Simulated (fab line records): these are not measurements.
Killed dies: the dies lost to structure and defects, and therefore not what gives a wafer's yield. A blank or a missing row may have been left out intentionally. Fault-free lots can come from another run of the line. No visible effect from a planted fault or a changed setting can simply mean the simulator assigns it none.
fab line records	flow nandHarc	part 2 of 2: steps 5 to 6 of 6
[record] lots = 22	wafers = 66	lastDay = 24
route steps=1159 shown A_STAIRCASE@547
lots with no fault: from the same line, run without faults
startH: start of the lot's first displayed wafer, in hours after the record's first day	waitH: hours since the lot's step before	" unchanged from the row above	L1.1+2: several wafers, shown together as one row	- value missing, or start not given	* or withheld: withheld	< > ~ a bound
route shown NAME@n: a module of which the file shows steps, and the number in the route of the first	usual: mean/standard deviation of fault-free wafers	same: alike in all rows	chamber/n: place in a boat	sites: the reading at each site	_std_site: the values' standard deviation	_edge_site: mean of outer sites minus mean of inner sites	radiusMm: for every site, how far away it sits from the centre of the wafer	mask NAME#n: copy n	behind: tool/chamber where the wafer was last shaped	hold: why the lot went on hold/how many hours it stayed there/how the hold came to an end	device: whichever transistor did not switch (one of n, p or np)	end of line: the route-end tests of the same wafers	a step with no rows: only its recipe	killed: count of dies lost to structure and defects at first sort (not the wafer's yield)	map: a wafer's dies, marking killed ones x, the rest . and places with no die _
set.NAME: setting as actually run; set.NAME@STEP: the setting as run at that earlier step	model.NAME: the simulator's own value behind a step, which no gauge read
one table for each step of the route and one row for each wafer, over a sample of lots
services: the hour from which a tool's chamber was out of use, counted from the record's first day as startH (under 0 if before that day), plus the number of hours and why
[[steps]]
[step NHARC_A_STAIRCASE_ETCH_203]
[recipe] targetDepthA = 1000	timeS = 40.5	ionEnergyEv = 400	c4f8FlowSccm = 20	o2FlowSccm = 10	arFlowSccm = withheld	rfW = 600	biasW = 1000	chemistry = C4F8/O2
[usual] oesProductAu = 0.941/0.011	rfVppV = 898/4.8
lot.wafer	tool	chamber	startH	waitH	oesProductAu	rfHoursCounterH	rfVppV
L074.3	rieDiel-07	1	-	-	0.940	1	901
L074.4	"	3	"	"	0.946	1	900
L074.6	"	1	"	"	0.935	-	902
L076.3	rieDiel-10	1	-	-	0.955	26	902
L076.2	"	0	"	"	0.953	25	898
L076.6	"	1	"	"	0.959	-	902
L078.2	rieDiel-07	0	-	-	0.960	7	898
L078.5	"	0	"	"	0.967	-	897
L078.6	"	1	"	"	0.943	-	900
L077.1	rieDiel-10	3	-	-	0.937	28	898
L077.4	"	1	"	"	0.946	29	901
L077.6	"	2	"	"	0.942	-	889
L079.4	rieDiel-09	1	-	-	0.934	9	891
L079.3	"	2	"	"	0.939	9	899
L079.6	"	1	"	"	0.937	-	891
L081.2	rieDiel-07	1	-	-	0.940	15	901
L081.1	"	2	"	"	0.916	16	905
L081.5	"	3	"	"	0.934	-	899
L080.2	rieDiel-10	1	-	-	0.949	41	901
L080.3	"	2	"	"	0.941	40	888
L080.5	"	1	"	"	0.962	-	902
L082.2	rieDiel-09	0	-	-	0.936	6	905
L082.1	"	1	"	"	0.947	13	891
L082.4	"	2	"	"	0.950	13	902
L084.4	rieDiel-07	3	-	-	0.943	21	899
L084.3	"	0	"	"	0.963	20	898
L084.6	"	1	"	"	0.941	-	900
L087.3	rieDiel-09	0	-	-	0.937	14	905
L087.1	"	1	"	"	0.936	19	889
L087.5	"	0	"	"	0.937	-	905
L086.4	rieDiel-07	0	-	-	0.936	27	896
L086.1	"	1	"	"	0.944	26	901
L086.2	"	2	"	"	0.930	27	904
L085.1	rieDiel-10	2	-	-	0.942	53	888
L085.2	"	0	"	"	0.951	54	897
L085.5	"	1	"	"	0.949	-	900
L088.4	rieDiel-09	2	-	-	0.935	28	899
L088.3	"	1	"	"	0.943	25	889
L088.6	"	3	"	"	0.934	-	895
L091.3	rieDiel-09	3	-	-	0.934	29	896
L091.2	"	1	"	"	0.925	27	892
L091.6	"	3	"	"	0.925	-	897
L090.2	rieDiel-10	2	-	-	0.932	56	888
L090.1	"	3	"	"	0.943	51	899
L090.6	"	1	"	"	0.948	-	902
L089.4	rieDiel-07	3	-	-	0.944	37	899
L089.6	"	2	"	"	0.928	-	903
L089.5	"	3	"	"	0.947	-	899
L093.2	rieDiel-07	1	-	-	0.923	39	902
L093.5	"	0	"	"	0.919	-	898
L093.6	"	1	"	"	0.927	-	901
L092.3	rieDiel-09	0	-	-	0.932	28	906
L092.2	"	3	"	"	0.931	35	898
L092.6	"	2	"	"	0.935	-	899
L094.4	rieDiel-07	1	-	-	0.952	43	899
L094.2	"	2	"	"	0.945	45	903
L094.1	"	0	"	"	0.954	44	899
L095.4	rieDiel-07	0	-	-	0.954	47	896
L095.3	"	1	"	"	0.946	46	900
L095.2	"	2	"	"	0.940	48	904
L096.1	rieDiel-07	2	-	-	0.934	51	904
L096.4	"	3	"	"	0.938	51	898
L096.3	"	0	"	"	0.949	49	896
L097.4	rieDiel-07	2	-	-	0.925	52	903
L097.5	"	3	"	"	0.937	-	899
L097.6	"	0	"	"	0.953	-	896
[step NHARC_A_STAIRCASE_TRIM_220]
[recipe] timeS = 211.2	o2FlowSccm = 500	arFlowSccm = 0	biasW = 0	chemistry = O2
[usual] drypumpMotorCurrentA = 5.6/0.41	mfcArSccm = 0.003/0.0093	oesProductAu = 1.000/0.01	rfVppV = 58.0/0.84	showerheadPlenumPTorr = 3.59/0.14	throttleValvePct = 17.036/0.0094
lot.wafer	tool	chamber	startH	waitH	drypumpMotorCurrentA	mfcArSccm	oesProductAu	rfHoursCounterH	rfVppV	showerheadPlenumPTorr	throttleValvePct
L074.4	rieDiel-09	1	242.55	0.1	5.0	0.041	0.987	63	57.6	3.39	17.030
L074.3	"	2	"	"	6.4	0	1.015	57	58.0	3.64	17.033
L074.6	"	3	"	"	5.4	0	0.994	-	58.1	3.58	17.023
L076.2	rieDiel-10	3	254.79	0.4	5.4	0	1.018	26	58.7	3.59	17.045
L076.3	"	0	"	"	5.4	0	1.004	26	59.1	3.57	17.036
L076.6	"	2	"	"	5.7	0	1.004	-	57.4	3.32	17.047
L078.2	rieDiel-10	3	261.56	0.1	5.4	0	1.019	28	58.0	3.59	17.052
L078.6	"	2	"	"	5.7	0	1.006	-	58.8	3.32	17.036
L078.5	"	3	"	"	5.5	0	1.003	-	59.5	3.59	17.033
L077.4	rieDiel-07	0	262.14	0.1	5.5	0	1.002	7	58.3	3.56	17.026
L077.1	"	2	"	"	5.2	0	1.000	6	57.8	3.77	17.026
L077.6	"	1	"	"	5.7	0.003	0.984	-	57.7	3.69	17.028
L079.4	rieDiel-09	1	283.28	0.1	5.0	0.041	0.996	10	57.0	3.38	17.039
L079.3	"	3	"	"	5.4	0	0.977	8	58.2	3.57	17.052
L079.6	"	1	"	"	5.0	0.041	1.003	-	55.9	3.38	17.037
L081.2	rieDiel-07	2	286.81	0.1	5.2	0	0.992	16	59.8	3.76	17.042
L081.1	"	0	"	"	5.5	0	0.999	17	58.0	3.55	17.025
L081.5	"	2	"	"	5.2	0	0.972	-	57.8	3.76	17.030
L080.2	rieDiel-07	3	287.16	0.1	6.4	0	0.996	18	57.7	3.65	17.035
L080.3	"	0	"	"	5.5	0	1.003	17	56.2	3.55	17.030
L080.5	"	2	"	"	5.2	0	0.981	-	58.2	3.76	17.041
L082.1	rieDiel-10	1	290.90	0.1	5.4	0	1.006	43	58.0	3.66	17.026
L082.2	"	3	"	"	5.4	0	1.009	36	58.6	3.59	17.024
L082.4	"	1	"	"	5.3	0	0.989	-	56.8	3.66	17.043
L084.4	rieDiel-09	1	296.43	0.1	5.0	0.041	0.992	14	57.7	3.38	17.040
L084.3	"	2	"	"	6.4	0	1.005	15	59.2	3.63	17.048
L084.6	"	0	"	"	5.4	0	1.000	-	57.8	3.80	17.040
L087.1	rieDiel-07	2	317.53	0.1	5.2	0	0.989	27	58.0	3.76	17.028
L087.3	"	3	"	"	6.4	0	0.989	28	57.8	3.64	17.031
L087.5	"	2	"	"	5.2	0	0.982	-	57.2	3.76	17.041
L086.1	rieDiel-10	0	318.36	0.1	5.4	0	1.015	50	57.7	3.56	17.042
L086.4	"	1	"	"	5.4	0	1.008	51	57.2	3.66	17.023
L086.2	"	2	"	"	5.7	0	0.991	50	56.7	3.31	17.036
L085.1	rieDiel-07	3	341.03	0.1	6.4	0	0.998	33	57.4	3.64	17.033
L085.2	"	0	"	"	5.5	0	0.993	32	57.4	3.54	17.036
L085.5	"	2	"	"	5.2	0	0.990	-	57.9	3.75	17.049
L088.4	rieDiel-07	1	343.03	0.1	5.7	0.003	0.994	32	56.6	3.67	17.032
L088.3	"	3	"	"	6.4	0	0.984	34	59.7	3.64	17.056
L088.6	"	0	"	"	5.5	0	1.007	-	58.4	3.54	17.031
L091.2	rieDiel-09	3	345.84	0.1	5.4	0	1.019	29	57.2	3.56	17.028
L091.3	"	2	"	"	6.4	0	1.002	29	57.5	3.62	17.046
L091.6	"	3	"	"	5.4	0	1.002	-	57.8	3.56	17.040
L090.2	rieDiel-07	0	346.01	0.1	5.5	0	0.988	34	57.5	3.54	17.054
L090.1	"	1	"	"	5.7	0.003	1.002	32	57.1	3.67	17.043
L090.6	"	1	"	"	5.7	0.003	1.004	-	57.9	3.67	17.036
L089.4	rieDiel-10	0	350.70	0.1	5.4	0	1.014	59	58.1	3.55	17.046
L089.5	"	0	"	"	5.3	0	1.022	-	58.6	3.55	17.048
L089.6	"	1	"	"	5.4	0	1.020	-	58.1	3.65	17.049
L093.2	rieDiel-07	3	357.94	0.2	6.4	0	0.995	43	59.4	3.63	17.047
L093.6	"	3	"	"	6.4	0	0.986	-	57.8	3.63	17.020
L093.5	"	0	"	"	5.5	0	0.991	-	58.1	3.54	17.023
L092.3	rieDiel-07	3	359.09	0.1	6.5	0	1.001	43	58.3	3.63	17.022
L092.2	"	2	"	"	5.2	0	0.978	43	56.7	3.75	17.029
L092.6	"	0	"	"	5.6	0	1.004	-	55.7	3.54	17.045
L094.2	rieDiel-10	2	367.99	0.1	5.7	0	0.997	2	57.2	3.30	17.056
L094.4	"	3	"	"	5.4	0	1.010	1	58.5	3.58	17.037
L094.1	"	1	"	"	5.4	0	1.018	2	59.2	3.65	17.028
L095.2	rieDiel-10	3	376.02	0.1	5.5	0	1.011	4	57.3	3.58	17.034
L095.4	"	0	"	"	5.4	0	1.012	4	56.6	3.55	17.037
L095.3	"	2	"	"	5.7	0	0.997	5	59.0	3.30	17.028
L096.1	rieDiel-09	2	379.83	0.1	6.4	0	1.001	46	59.6	3.62	17.054
L096.4	"	0	"	"	5.4	0	0.999	38	58.3	3.79	17.025
L096.3	"	1	"	"	5.0	0.041	1.004	39	57.9	3.37	17.038
L097.4	rieDiel-09	1	382.68	0.1	5.0	0.041	0.993	40	58.9	3.37	17.038
L097.6	"	3	"	"	5.4	0	0.995	-	57.4	3.55	17.040
L097.5	"	0	"	"	5.4	0	1.000	-	60.0	3.79	17.031
[[services]]
tool	chamber	startH	hours	kind
rieDiel-07	-	228.25	9.0	pm
rieDiel-07	0	228.25	9.0	ventCycle
rieDiel-07	1	228.25	9.0	ventCycle
rieDiel-07	2	228.25	9.0	ventCycle
rieDiel-07	3	228.25	9.0	ventCycle
rieDiel-07	0	237.25	-	clean
rieDiel-07	1	237.25	-	clean
rieDiel-07	2	237.25	-	clean
rieDiel-07	3	237.25	-	clean
rieDiel-07	-	245.11	0.2	repair
rieDiel-09	-	254.17	9.0	pm
rieDiel-07	0	261.75	-	clean
rieDiel-07	1	261.75	-	clean
rieDiel-07	2	261.75	-	clean
rieDiel-07	3	261.75	-	clean
rieDiel-10	3	270.08	9.6	repair
rieDiel-07	0	286.25	-	clean
rieDiel-07	1	286.25	-	clean
rieDiel-07	2	286.25	-	clean
rieDiel-07	3	286.25	-	clean
rieDiel-10	0	290.46	1.5	repair
rieDiel-10	-	304.83	1.8	repair
rieDiel-07	0	311.11	-	clean
rieDiel-10	-	353.62	9.0	pm
